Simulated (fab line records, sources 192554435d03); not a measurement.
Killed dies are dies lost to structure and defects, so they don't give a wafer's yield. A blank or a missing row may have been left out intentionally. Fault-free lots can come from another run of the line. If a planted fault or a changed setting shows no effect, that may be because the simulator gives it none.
fab line records | flow n5-finfet
[record] lots = 6 | wafers = 17 | last-day = 17
route steps=1938 shown GATE_CUT@499 BEOL_M4@1111 PASSIVATION@1936
lots that met no fault: from a run of the same line without faults
start-h: the number of hours between the record's first day and the start of the first shown wafer of the lot | wait-h: hours from the lot's prior step to this one | " repeats the value in the row above | L1.1+2: several wafers, shown together as one row | - no value present, or no start provided | * or withheld: withheld | < > ~ a bound
route shown NAME@n: a module of which the file shows steps, and the number in the route of the first | usual: mean and standard deviation over wafers with no fault | same: alike in all rows | chamber/n: place in a boat | sites: each site's reading | _std_site: standard deviation across them | _edge_site: the outer-site mean with the inner-site mean subtracted | radius-mm: how far each site lies from the wafer's centre | mask NAME#n: copy n | behind: the tool/chamber that last shaped the wafer | hold: reason for holding the lot/hours on hold/outcome of the hold | device: the transistor (n, p or np) that didn't switch | end of line: the same wafers' tests at the end of the route | a step without rows: its recipe alone | killed: dies that structure and defects cost at the first sort, which is not the same as the wafer's yield | map: the dies of a wafer, with x for killed, . for not killed, _ for no die there
set.NAME: the run value of the setting; set.NAME@STEP: its run value at that earlier step | model.NAME: the simulator's own value behind a step, which no gauge read
lots at some steps of the route; a table a step, a row a wafer
services: when a tool's chamber went out of use (start-h, in hours from the record's first day, below 0 if earlier), for how many hours, and the reason
[[steps]]
[step N5_GATE_CUT_ETCH_19]
[recipe] chemistry = CH3F/O2 | target = SiNx | mask-material = SiO2 | target-depth-a = 537 | time-s = 76.7 | pressure-mtorr = 30 | source-w = 395 | bias-w = 73 | Ar_flow_sccm = 150 | CH3F_flow_sccm = 30 | O2_flow_sccm = 20 | ion-energy-ev = 120 | ends = cleared
[usual] drypump-motor-current-A = 5.8/0.51 | etch-rf-on-time-s = 77.1/0.91 | oes-product-au = 0.63/0.05 | rf-vpp-V = 298/3.2 | showerhead-plenum-p-Torr = 1.99/0.057 | throttle-valve-pct = 16.48/0.24
lot.wafer | tool        | chamber | start-h | wait-h | drypump-motor-current-A | etch-rf-on-time-s | oes-product-au | rf-hours-counter-h | rf-vpp-V | showerhead-plenum-p-Torr | throttle-valve-pct
L161.3    | rie-diel-02 | 3       | 129.02  | 0.0    | 4.8                     | 77.0              | 0.64           | 168                | 297      | 2.00                     | 16.59
L161.4    | "           | 1       | "       | "      | 5.9                     | 76.4              | 0.60           | 247                | 295      | 1.89                     | 16.38
L161.6    | "           | 2       | "       | "      | 5.6                     | 76.5              | 0.66           | -                  | 302      | 2.01                     | 16.12
L162.1    | rie-diel-04 | 2       | 133.69  | 0.0    | 5.5                     | 76.0              | 0.66           | 153                | 300      | 2.08                     | 16.37
L162.3    | "           | 3       | "       | "      | 5.6                     | 76.5              | 0.60           | 225                | 299      | 1.90                     | 16.76
L162.6    | "           | 2       | "       | "      | 5.5                     | 76.5              | 0.65           | -                  | 302      | 2.08                     | 16.36
L167.1    | rie-diel-05 | 1       | 159.46  | 0.0    | 6.7                     | 76.0              | 0.60           | 201                | 300      | 1.98                     | 16.58
L167.2    | "           | 3       | "       | "      | 5.6                     | 79.2              | 0.61           | 194                | 301      | 1.98                     | 16.83
L167.4    | "           | 2       | "       | "      | 5.5                     | 77.4              | 0.60           | 236                | 295      | 1.97                     | 16.35
L168.4    | rie-diel-05 | 0       | 168.49  | 0.0    | 5.4                     | 77.2              | 0.59           | 211                | 300      | 1.98                     | 16.50
L168.5    | "           | 3       | "       | "      | 5.6                     | 78.9              | 0.61           | -                  | 300      | 1.98                     | 16.84
L168.6    | "           | 2       | "       | "      | 5.5                     | 78.4              | 0.59           | -                  | 295      | 1.97                     | 16.36
L169.3    | rie-diel-02 | 1       | 176.46  | 0.0    | 5.9                     | 76.6              | 0.82           | 6                  | 300      | 2.14                     | 15.94
L169.4    | "           | 2       | "       | "      | 5.6                     | 77.2              | 0.64           | 136                | 302      | 2.01                     | 16.15
L176.2    | rie-diel-04 | 0       | 218.39  | 0.0    | 6.1                     | 77.8              | 0.61           | 192                | 297      | 1.99                     | 16.55
L176.4    | "           | 2       | "       | "      | 5.5                     | 77.5              | 0.64           | -                  | 299      | 2.07                     | 16.42
L176.6    | "           | 1       | "       | "      | 6.6                     | 77.3              | 0.64           | -                  | 293      | 1.91                     | 16.51
[step N5_GATE_CUT_CUT_ETCH_53]
[recipe] chemistry = SF6/Cl2 | target = W | mask-material = SiO2 | target-depth-a = 792 | pressure-mtorr = 8 | icp-w = 900 | bias-w = 80 | SF6_flow_sccm = 40 | Cl2_flow_sccm = 60 | ends = cleared
[usual] drypump-motor-current-A = 5.9/0.41 | etch-rf-on-time-s = 26.2/0.47 | oes-product-au = 0.72/0.087 | throttle-valve-pct = 28.69/0.15
lot.wafer | tool         | chamber | start-h | wait-h | drypump-motor-current-A | etch-rf-on-time-s | oes-product-au | rf-hours-counter-h | throttle-valve-pct
L161.3    | rie-metal-01 | 1       | 129.14  | 0.1    | 5.3                     | 27.1              | 0.70           | -                  | 28.54
L161.4    | "            | 0       | "       | "      | 5.7                     | 26.0              | 0.85           | -                  | 28.59
L161.6    | "            | 0       | "       | "      | 5.7                     | 25.9              | 0.85           | -                  | 28.60
L162.1    | rie-metal-01 | 0       | 133.81  | 0.1    | 5.8                     | 25.8              | 0.85           | 6                  | 28.60
L162.3    | "            | 1       | "       | "      | 5.3                     | 26.8              | 0.70           | -                  | 28.52
L162.6    | "            | 0       | "       | "      | 5.8                     | 26.1              | 0.85           | -                  | 28.59
L167.1    | rie-metal-02 | 1       | 159.57  | 0.1    | 6.4                     | 25.7              | 0.69           | 48                 | 28.74
L167.2    | "            | 0       | "       | "      | 6.5                     | 25.9              | 0.65           | 69                 | 28.71
L167.4    | "            | 1       | "       | "      | 6.3                     | 25.5              | 0.69           | -                  | 28.74
L168.4    | rie-metal-02 | 1       | 168.61  | 0.1    | 6.3                     | 25.7              | 0.69           | -                  | 28.76
L168.5    | "            | 1       | "       | "      | 6.3                     | 25.8              | 0.69           | -                  | 28.74
L168.6    | "            | 0       | "       | "      | 6.5                     | 26.2              | 0.64           | -                  | 28.70
L169.3    | rie-metal-03 | 0       | 176.59  | 0.1    | 6.1                     | 26.9              | 0.59           | -                  | 29.01
L169.4    | "            | 1       | "       | "      | 6.0                     | 26.0              | 0.76           | -                  | 28.66
L176.2    | rie-metal-02 | 0       | 218.50  | 0.1    | 6.5                     | 26.0              | 0.63           | 75                 | 28.70
L176.4    | "            | 0       | "       | "      | 6.5                     | 26.0              | 0.63           | -                  | 28.72
L176.6    | "            | 0       | "       | "      | 6.5                     | 26.1              | 0.63           | -                  | 28.72
[step N5_GATE_CUT_CUT_ETCH_54]
[recipe] chemistry = Cl2/BCl3 | target = TiN | mask-material = SiO2 | target-depth-a = 967 | pressure-mtorr = 10 | icp-w = 1000 | bias-w = 126 | Cl2_flow_sccm = 53.25 | bcl3-flow-sccm = 21.75 | Ar_flow_sccm = 25 | ends = cleared
[usual] drypump-motor-current-A = 5.9/0.41 | etch-rf-on-time-s = 36.6/0.6 | oes-product-au = 0.72/0.088 | throttle-valve-pct = 22.09/0.14
lot.wafer | tool         | chamber | start-h | wait-h | drypump-motor-current-A | etch-rf-on-time-s | oes-product-au | rf-hours-counter-h | throttle-valve-pct
L161.3    | rie-metal-01 | 1       | 129.20  | 0.0    | 5.3                     | 37.0              | 0.71           | -                  | 21.96
L161.4    | "            | 0       | "       | "      | 5.8                     | 35.8              | 0.86           | -                  | 22.01
L161.6    | "            | 0       | "       | "      | 5.8                     | 36.1              | 0.85           | -                  | 22.00
L162.1    | rie-metal-01 | 0       | 133.87  | 0.0    | 5.8                     | 36.4              | 0.84           | 6                  | 22.00
L162.3    | "            | 1       | "       | "      | 5.3                     | 37.2              | 0.70           | -                  | 21.98
L162.6    | "            | 0       | "       | "      | 5.8                     | 36.3              | 0.85           | -                  | 22.01
L167.1    | rie-metal-02 | 1       | 159.63  | 0.0    | 6.3                     | 36.2              | 0.68           | 48                 | 22.04
L167.2    | "            | 0       | "       | "      | 6.5                     | 36.4              | 0.64           | 69                 | 22.08
L167.4    | "            | 1       | "       | "      | 6.3                     | 36.1              | 0.69           | -                  | 22.05
L168.4    | rie-metal-02 | 1       | 168.67  | 0.0    | 6.3                     | 35.9              | 0.68           | -                  | 22.05
L168.5    | "            | 1       | "       | "      | 6.3                     | 36.2              | 0.69           | -                  | 22.05
L168.6    | "            | 0       | "       | "      | 6.5                     | 36.6              | 0.64           | -                  | 22.09
L169.3    | rie-metal-03 | 0       | 176.65  | 0.0    | 6.2                     | 37.5              | 0.59           | -                  | 22.42
L169.4    | "            | 1       | "       | "      | 5.9                     | 36.3              | 0.76           | -                  | 22.06
L176.2    | rie-metal-02 | 0       | 218.56  | 0.0    | 6.5                     | 36.6              | 0.63           | 75                 | 22.09
L176.4    | "            | 0       | "       | "      | 6.5                     | 36.5              | 0.63           | -                  | 22.10
L176.6    | "            | 0       | "       | "      | 6.5                     | 36.4              | 0.64           | -                  | 22.10
[step N5_GATE_CUT_CUT_ETCH_55]
[recipe] chemistry = BCl3 | target = HfO2 | mask-material = SiO2 | target-depth-a = 32 | ion-energy-ev = 30 | pressure-mtorr = 5 | icp-w = 450 | bias-w = 18 | bcl3-flow-sccm = 80
[step N5_GATE_CUT_ETCH_47]
[recipe] chemistry = Cl2/BCl3 | target = SiO2 | target-depth-a = 100 | pressure-mtorr = 10 | icp-w = 1000 | bias-w = 126 | Cl2_flow_sccm = 53.25 | bcl3-flow-sccm = 21.75 | Ar_flow_sccm = 25
[step N5_GATE_CUT_VAPOR_ETCH_48]
[recipe] chemistry = BCl3/Cl2 | target = TiN | mode = isotropic
[step N5_GATE_CUT_VAPOR_ETCH_49]
[recipe] chemistry = BCl3/Cl2 | target = TiAlC | mode = isotropic
[step N5_GATE_CUT_VAPOR_ETCH_51]
[recipe] chemistry = BCl3/Cl2 | target = HfO2 | mode = isotropic
[usual] drypump-motor-current-A = 5.9/0.41 | oes-product-au = 0.79/0.094
lot.wafer | tool         | chamber | start-h | wait-h | drypump-motor-current-A | oes-product-au
L161.3    | rie-metal-01 | 1       | 129.37  | 0.0    | 5.3                     | 0.78
L161.4    | "            | 0       | "       | "      | 5.8                     | 0.93
L161.6    | "            | 0       | "       | "      | 5.8                     | 0.92
L162.1    | rie-metal-01 | 0       | 134.05  | 0.0    | 5.7                     | 0.93
L162.3    | "            | 1       | "       | "      | 5.3                     | 0.79
L162.6    | "            | 0       | "       | "      | 5.8                     | 0.93
L167.1    | rie-metal-02 | 1       | 159.81  | 0.0    | 6.3                     | 0.76
L167.2    | "            | 0       | "       | "      | 6.5                     | 0.71
L167.4    | "            | 1       | "       | "      | 6.3                     | 0.77
L168.4    | rie-metal-02 | 1       | 168.84  | 0.0    | 6.3                     | 0.77
L168.5    | "            | 1       | "       | "      | 6.3                     | 0.76
L168.6    | "            | 0       | "       | "      | 6.5                     | 0.72
L169.3    | rie-metal-03 | 0       | 176.82  | 0.0    | 6.1                     | 0.66
L169.4    | "            | 1       | "       | "      | 5.9                     | 0.84
L176.2    | rie-metal-02 | 0       | 218.74  | 0.0    | 6.5                     | 0.70
L176.4    | "            | 0       | "       | "      | 6.6                     | 0.70
L176.6    | "            | 0       | "       | "      | 6.5                     | 0.69
[step N5_GATE_CUT_STRIP_21]
[recipe] chemistry = N2/H2 | time-s = 30 | power-w = 1000 | temp-c = 250 | pressure-mtorr = withheld | n2-flow-sccm = 1750 | h2-flow-sccm = 3250
[step N5_GATE_CUT_STRIP_29]
[recipe] chemistry = post-etch-residue-remover | time-s = 60 | temp-c = 25 | remover-ph = withheld | remover-water-wt-pct = withheld | remover-fluoride-wt-pct = withheld
[step N5_GATE_CUT_SRD_52]
[recipe] dry = ipa-marangoni | time-s = 30 | temp-c = 23 | rinse-liquid = diw
[step N5_GATE_CUT_ALD_22]
[recipe] material = SiNx | target-thk-a = 160 | temp-c = 400 | ald-precursor-family = SiH2I2 | ald-co-reactant = N2/H2-plasma | pulse-time-s = 1 | ald-cycles = 320 | purge-time-s = 2 | co-reactant-purge-time-s = 2 | pressure-torr = 2
[usual] heater-power-w = 834/57 | precursor-pulse-height-rel = 0.997/0.021
lot.wafer | tool       | chamber | start-h | wait-h | heater-power-w | precursor-pulse-height-rel
L161.3    | ald-sin-01 | 1       | 129.57  | 0.0    | 885            | 0.986
L161.4    | "          | 0       | "       | "      | 811            | 1.003
L161.6    | "          | 3       | "       | "      | 829            | 0.989
L162.1    | ald-sin-04 | 0       | 134.25  | 0.0    | 921            | 1.041
L162.3    | "          | 3       | "       | "      | 779            | 1.013
L162.6    | "          | 2       | "       | "      | 772            | 0.982
L167.1    | ald-sin-04 | 1       | 160.01  | 0.0    | 873            | 1.006
L167.2    | "          | 0       | "       | "      | 918            | 0.995
L167.4    | "          | 3       | "       | "      | 769            | 0.989
L168.4    | ald-sin-01 | 0       | 169.04  | 0.0    | 843            | 0.991
L168.5    | "          | 3       | "       | "      | 822            | 1.040
L168.6    | "          | 2       | "       | "      | 809            | 0.988
L169.3    | ald-sin-04 | 0       | 177.02  | 0.0    | 927            | 0.986
L169.4    | "          | 0       | "       | "      | 915            | 0.981
L176.2    | ald-sin-01 | 1       | 218.94  | 0.0    | 898            | 1.020
L176.4    | "          | 0       | "       | "      | 847            | 0.973
L176.6    | "          | 1       | "       | "      | 903            | 0.995
[step N5_GATE_CUT_CMP_23]
[recipe] stop-on = SiO2 | t-overpolish-s = 23.4 | post-cmp-clean = alkaline-brush | down-force-psi = 2.5 | platen-rpm = 51.8 | pad-velocity-m-s = 1.0307 | target-thk-nm = 16
[usual] motor-current-A = 8.7/1.3 | overpolish-run-s = 23.400/0.0089 | retaining-ring-pressure-frac = 1.000/0.0048 | time-to-endpoint-s = 19.8/1.9
lot.wafer | tool   | chamber | start-h | wait-h | motor-current-A | overpolish-run-s | retaining-ring-pressure-frac | time-to-endpoint-s | model.SiNx_of_GATE_CUT_ALD_22.thk-nm
L161.4    | cmp-01 | 3       | 131.10  | 0.8    | 9.6             | 23.429           | 0.995                        | 20.7               | 16
L161.3    | "      | 0       | "       | "      | 7.4             | 23.406           | 1.000                        | 15.9               | 16
L161.6    | "      | 2       | "       | "      | 9.2             | 23.410           | 1.008                        | 18.5               | 16
L162.3    | cmp-01 | 2       | 135.78  | 0.8    | 8.6             | 23.404           | 0.999                        | 19.4               | 16
L162.1    | "      | 3       | "       | "      | 9.7             | 23.398           | 0.996                        | 21.6               | 16
L162.6    | "      | 1       | "       | "      | 8.7             | 23.408           | 1.000                        | 21.6               | 16
L167.4    | cmp-03 | 2       | 161.50  | 0.8    | 7.0             | 23.399           | 1.000                        | 19.0               | 16
L167.1    | "      | 3       | "       | "      | 10.5            | 23.379           | 1.005                        | 20.3               | 16
L167.2    | "      | 0       | "       | "      | 6.9             | 23.402           | 1.003                        | 20.1               | 16
L168.4    | cmp-03 | 3       | 170.64  | 0.9    | 11.1            | 23.417           | 1.008                        | 9.6                | 14.4
L168.5    | "      | 0       | "       | "      | 7.1             | 23.403           | 1.005                        | 22.0               | 16
L168.6    | "      | 1       | "       | "      | 10.0            | 23.400           | 1.007                        | 20.3               | 16
L169.4    | cmp-03 | 3       | 178.58  | 0.1    | 10.9            | 23.390           | 0.994                        | 11.5               | 14.4
L169.3    | "      | 0       | "       | "      | 6.7             | 23.390           | 1.000                        | 21.3               | 16
L176.4    | cmp-01 | 2       | 220.43  | 0.8    | 8.5             | 23.405           | 1.007                        | 18.7               | 16
L176.2    | "      | 3       | "       | "      | 9.6             | 23.394           | 0.999                        | 21.4               | 16
L176.6    | "      | 2       | "       | "      | 8.4             | 23.401           | 0.996                        | 18.9               | 16
[step N5_GATE_CUT_THK_MEAS_24]
[recipe] reads = SiO2_of_GATE_CUT_HM_DEP_46+SiO2_flowable_of_ILD0_FCVD_FILL_01
[usual] GC_FILL_THK = 219.8/1.7
lot.wafer | tool          | chamber | start-h | wait-h | GC_FILL_THK[nm]
L161.3    | film-metro-02 | -       | 131.35  | -      | 219.7
L161.4    | "             | -       | "       | "      | 223.6
L161.6    | "             | -       | "       | "      | 221.1
L162.1    | film-metro-01 | -       | 136.04  | -      | 217.3
L162.3    | "             | -       | "       | "      | 219.7
L162.6    | "             | -       | "       | "      | 220.8
L167.1    | film-metro-02 | -       | 161.80  | -      | 217.6
L167.2    | "             | -       | "       | "      | 217.0
L167.4    | "             | -       | "       | "      | 218.2
L168.4    | film-metro-01 | -       | 170.83  | -      | 219.8
L168.5    | "             | -       | "       | "      | 221.1
L168.6    | "             | -       | "       | "      | 221.4
L169.3    | film-metro-02 | -       | 178.80  | -      | 221.2
L169.4    | "             | -       | "       | "      | 218.0
L176.2    | film-metro-01 | -       | 220.73  | -      | 219.5
L176.4    | "             | -       | "       | "      | 219.3
L176.6    | "             | -       | "       | "      | 218.1
[step N5_BEOL_M4_RC_MEAS_101]
[usual] DIBL_N = 36.3/1.2 | DIBL_P = 36.3/1.4 | IOFF_N = 0.157/0.02 | IOFF_P = 0.22/0.033 | ION_N = 675/9.6 | ION_P = 465/8.2 | SS_N = 71.4/0.45 | SS_P = 73.3/0.54 | VT_N = 249.8/2.5 | VT_P = -249/3.2
lot.wafer | tool      | chamber | start-h | wait-h | DIBL_N[mV/V] | DIBL_P[mV/V] | IOFF_N[nA/um] | IOFF_P[nA/um] | ION_N[uA/um] | ION_P[uA/um] | SS_N[mV/dec] | SS_P[mV/dec] | VT_N[mV] | VT_P[mV]
L161.3    | prober-02 | 0       | 234.80  | 0.3    | 36.7         | 36.4         | 0.158         | 0.19          | 680          | 459          | 71.3         | 73.7         | 247.9    | -250
L161.4    | "         | 0       | "       | "      | 36.7         | 35.6         | 0.156         | 0.19          | 676          | 457          | 71.0         | 73.4         | 248.9    | -249
L161.6    | "         | 0       | "       | "      | 38.6         | 38.6         | 0.194         | 0.23          | 673          | 459          | 72.3         | 73.2         | 244.4    | -249
L162.1    | prober-01 | 0       | 247.92  | 0.0    | 37.6         | 35.5         | 0.165         | 0.23          | 679          | 464          | 71.4         | 73.5         | 250.5    | -247
L162.3    | "         | 0       | "       | "      | 38.6         | 37.0         | 0.182         | 0.26          | 688          | 477          | 71.7         | 73.7         | 249.2    | -246
L162.6    | "         | 0       | "       | "      | 38.0         | 35.8         | 0.156         | 0.22          | 674          | 467          | 71.6         | 73.5         | 251.0    | -249
L167.1    | prober-01 | 0       | 251.93  | 0.0    | 35.4         | 35.8         | 0.159         | 0.20          | 670          | 457          | 71.4         | 72.7         | 248.4    | -253
L167.2    | "         | 0       | "       | "      | 34.8         | 35.2         | 0.152         | 0.20          | 674          | 459          | 70.6         | 72.7         | 248.7    | -252
L167.4    | "         | 0       | "       | "      | 35.0         | 35.2         | 0.157         | 0.19          | 677          | 456          | 71.2         | 72.9         | 248.8    | -251
L168.4    | prober-02 | 0       | 277.36  | 0.5    | 36.2         | 35.8         | 0.149         | 0.20          | 669          | 457          | 71.3         | 73.6         | 248.4    | -252
L168.5    | "         | 0       | "       | "      | 36.7         | 36.7         | 0.155         | 0.22          | 672          | 464          | 72.1         | 73.6         | 248.1    | -250
L168.6    | "         | 0       | "       | "      | 36.6         | 36.1         | 0.151         | 0.20          | 673          | 455          | 71.9         | 74.2         | 249.9    | -253
L169.3    | prober-02 | 0       | 285.02  | 0.3    | 36.9         | 37.5         | 0.150         | 0.23          | 673          | 471          | 71.6         | 73.1         | 251.8    | -247
L169.4    | "         | 0       | "       | "      | 37.1         | 36.6         | 0.149         | 0.21          | 677          | 464          | 71.6         | 72.6         | 251.3    | -247
L176.2    | prober-01 | 0       | 307.35  | 0.2    | 37.1         | 37.2         | 0.175         | 0.28          | 680          | 472          | 71.5         | 73.8         | 246.7    | -245
L176.4    | "         | 0       | "       | "      | 36.1         | 35.8         | 0.147         | 0.25          | 665          | 465          | 71.4         | 72.6         | 250.7    | -246
L176.6    | "         | 0       | "       | "      | 36.9         | 37.3         | 0.168         | 0.27          | 670          | 472          | 71.8         | 73.5         | 249.9    | -245
[step N5_PASSIVATION_PROBE_49]
[usual] defect-limited-yield = 91.1/1.4 | killed_at_M0_to_M3 = 33/10 | killed_at_M4_up = 15/5.8 | killed-at-contacts = 13/5.9 | killed-at-front-end = 39/11 | killed-at-other = 4/3.6 | killed-dies = 105/16 | killed-open = 68/11 | killed-short = 34/7.8 | sort_bin_5_function = 5.2/0.88 | sort_bin_6_memory = 3.3/0.61 | sort-n-pass = 1075/16 | sort-yield-pct = 91.1/1.4
[same] gross-dies = 1180 | killed-at-back-side = 0 | sort_bin_4_leakage[%] = 0 | sort_bin_8_speed[%] = 0
lot.wafer | tool      | chamber | start-h | wait-h | defect-limited-yield[%] | killed_at_M0_to_M3 | killed_at_M4_up | killed-at-contacts | killed-at-front-end | killed-at-other | killed-dies | killed-open | killed-short | sort_bin_5_function[%] | sort_bin_6_memory[%] | sort-n-pass | sort-yield-pct[%]
L161.3    | prober-01 | -       | 347.50  | 0.1    | 90.4                    | 37                 | 6               | 22                 | 48                  | 0               | 113         | 77          | 32           | 5.2                    | 4.1                  | 1067        | 90.4
L161.4    | prober-01 | -       | 347.55  | 0.2    | 89.1                    | 59                 | 6               | 7                  | 55                  | 2               | 129         | 69          | 54           | 5.4                    | 4.2                  | 1051        | 89.1
L161.6    | prober-01 | -       | 347.65  | 0.3    | 90.1                    | 36                 | 7               | 18                 | 50                  | 6               | 117         | 80          | 34           | 5.3                    | 4.1                  | 1063        | 90.1
L167.1    | prober-01 | -       | 358.32  | 0.0    | 91.1                    | 43                 | 12              | 3                  | 33                  | 14              | 105         | 58          | 43           | 5.6                    | 2.8                  | 1075        | 91.1
L167.2    | prober-01 | -       | 358.37  | 0.1    | 91.2                    | 43                 | 12              | 13                 | 27                  | 9               | 104         | 64          | 37           | 4.5                    | 4.0                  | 1076        | 91.2
L167.4    | prober-01 | -       | 358.47  | 0.2    | 90.9                    | 42                 | 13              | 6                  | 34                  | 12              | 107         | 61          | 43           | 4.3                    | 4.1                  | 1073        | 90.9
L168.4    | prober-02 | -       | 375.82  | 0.2    | 91.8                    | 23                 | 10              | 13                 | 44                  | 7               | 97          | 54          | 40           | 4.8                    | 3.1                  | 1083        | 91.8
L168.5    | prober-02 | -       | 375.87  | 0.2    | 87.4                    | 37                 | 28              | 20                 | 51                  | 13              | 149         | 109         | 36           | 6.9                    | 5.3                  | 1031        | 87.4
L168.6    | prober-02 | -       | 375.92  | 0.3    | 90.1                    | 36                 | 7               | 8                  | 59                  | 7               | 117         | 76          | 38           | 6.0                    | 3.5                  | 1063        | 90.1
// killed by level:class
L161.3 MOL_CONTACT_COAG:geometric-particle:open=18 STI_FIN_REVEAL:geometric-particle:open=15 BEOL_M0_SAQP:geometric-particle:open=15 FIN_SAQP:geometric-particle:short=8 GATE_CUT:geometric-particle:short=6 BEOL_M3:geometric-particle:open=5 STI_FIN_REVEAL:geometric-particle:short=4 BEOL_M0_SAQP:geometric-particle:short=4
L161.4 GATE_CUT:geometric-particle:short=18 BEOL_M0_SAQP:geometric-particle:open=16 BEOL_M0_SAQP:geometric-particle:short=13 STI_FIN_REVEAL:geometric-particle:open=10 BEOL_M1:geometric-particle:open=10 FIN_SAQP:geometric-particle:short=9 FIN_SAQP:geometric-particle:open=7 BEOL_M3:geometric-particle:open=7
L161.6 MOL_CONTACT_COAG:geometric-particle:open=16 STI_FIN_REVEAL:geometric-particle:open=12 BEOL_M3:geometric-particle:open=9 BEOL_M0_SAQP:geometric-particle:short=8 FIN_SAQP:geometric-particle:open=7 BEOL_M0_SAQP:geometric-particle:open=7 DUMMY_GATE:geometric-particle:open=6 FIN_SAQP:geometric-particle:short=5
L167.1 BEOL_M2:geometric-particle:open=11 FIN_SAQP:geometric-particle:short=9 BEOL_M0_SAQP:geometric-particle:short=7 BEOL_M1:geometric-particle:open=7 FIN_SAQP:geometric-particle:open=6 BEOL_M3:geometric-particle:open=6 DUMMY_GATE:geometric-particle:open=4 MIM_TOP_ETCH:geometric-particle:open=4
L167.2 BEOL_M2:geometric-particle:open=10 BEOL_M4:geometric-particle:open=9 BEOL_M1:geometric-particle:open=9 MOL_CONTACT_COAG:geometric-particle:open=8 BEOL_M0_SAQP:geometric-particle:short=8 FIN_SAQP:geometric-particle:short=7 DUMMY_GATE:geometric-particle:open=7 BEOL_M0_SAQP:geometric-particle:open=5
L167.4 BEOL_M0_SAQP:geometric-particle:short=14 FIN_SAQP:geometric-particle:short=12 BEOL_M2:geometric-particle:open=10 FIN_SAQP:geometric-particle:open=6 MOL_CONTACT_COAG:geometric-particle:open=6 BEOL_M4:geometric-particle:open=6 BEOL_M0_SAQP:geometric-particle:open=5 BEOL_M1:geometric-particle:open=5
L168.4 FIN_SAQP:geometric-particle:open=11 MOL_CONTACT_COAG:geometric-particle:open=11 FIN_SAQP:geometric-particle:short=9 BEOL_M2:geometric-particle:open=7 STI_FIN_REVEAL:geometric-particle:open=6 GATE_CUT:geometric-particle:short=6 BEOL_M3:geometric-particle:open=5 BEOL_M4:geometric-particle:open=5
L168.5 FIN_SAQP:geometric-particle:open=21 MOL_CONTACT_COAG:geometric-particle:open=16 BEOL_M4:geometric-particle:open=15 STI_FIN_REVEAL:geometric-particle:open=10 BEOL_M3:geometric-particle:open=10 FIN_SAQP:geometric-particle:short=9 BEOL_M0_SAQP:geometric-particle:open=8 BEOL_M5:geometric-particle:open=6
L168.6 FIN_SAQP:geometric-particle:open=18 BEOL_M2:geometric-particle:open=17 FIN_SAQP:geometric-particle:short=11 STI_FIN_REVEAL:geometric-particle:open=8 MOL_CONTACT_COAG:geometric-particle:open=7 STARTING-WAFER:geometric-particle:open=6 BEOL_M2:geometric-particle:short=4 GATE_CUT:geometric-particle:open=3
[[services]]
tool        | chamber | start-h | hours | kind
cmp-01      | -       | 122.73  | 1.6   | repair
cmp-01      | -       | 132.47  | 1.0   | repair
cmp-03      | -       | 133.15  | 4.0   | pm
cmp-03      | -       | 137.15  | -     | consumable-replace:conditioner
cmp-03      | -       | 137.15  | -     | consumable-replace:pad
rie-diel-02 | 1       | 137.73  | -     | clean
rie-diel-02 | 1       | 137.73  | -     | consumable-replace:focus-ring
rie-diel-02 | 1       | 137.73  | -     | consumable-replace:showerhead
rie-diel-02 | -       | 139.51  | 0.9   | repair
cmp-03      | -       | 139.82  | 3.8   | repair
cmp-01      | -       | 151.87  | 0.2   | repair
cmp-03      | -       | 186.94  | 8.3   | pm
ald-sin-01  | -       | 189.68  | 4.3   | pm
rie-diel-02 | 0       | 202.66  | 7.8   | repair
rie-diel-02 | 2       | 206.69  | 6.6   | repair
rie-diel-05 | 2       | 209.91  | -     | clean
rie-diel-05 | 2       | 209.91  | -     | consumable-replace:focus-ring
rie-diel-05 | 2       | 209.91  | 14.9  | scheduled-down
rie-diel-05 | 2       | 209.91  | 14.9  | vent-cycle
rie-diel-04 | 3       | 210.24  | -     | clean
rie-diel-04 | 3       | 210.24  | -     | consumable-replace:focus-ring
rie-diel-04 | 3       | 210.24  | -     | consumable-replace:showerhead
rie-diel-04 | 3       | 210.24  | 16.8  | scheduled-down
rie-diel-04 | 3       | 210.24  | 16.8  | vent-cycle
[[key]]
[first-sign] step = N5_GATE_CUT_CMP_23 | reading = time-to-endpoint-s | direction = down | sigmas = 4.8 | usual = * | struck = *
effect none on later readings
[model-effect] step = N5_GATE_CUT_CMP_23 | value = SiNx_of_GATE_CUT_ALD_22.thk-nm | without = 16 | struck = 14.4
met-at N5_GATE_CUT_CMP_23
struck-wafers L168.4,L169.4
onset-between 161.50 170.64
[fault] kind = process-parameter-drift | tool = cmp-03 | chamber = - | onset-h = 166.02 | steps = N5_GATE_CUT_CMP_23 | channel = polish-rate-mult | offset = 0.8 | shape = step | end-h = 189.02 | scope = struck-wafers-only
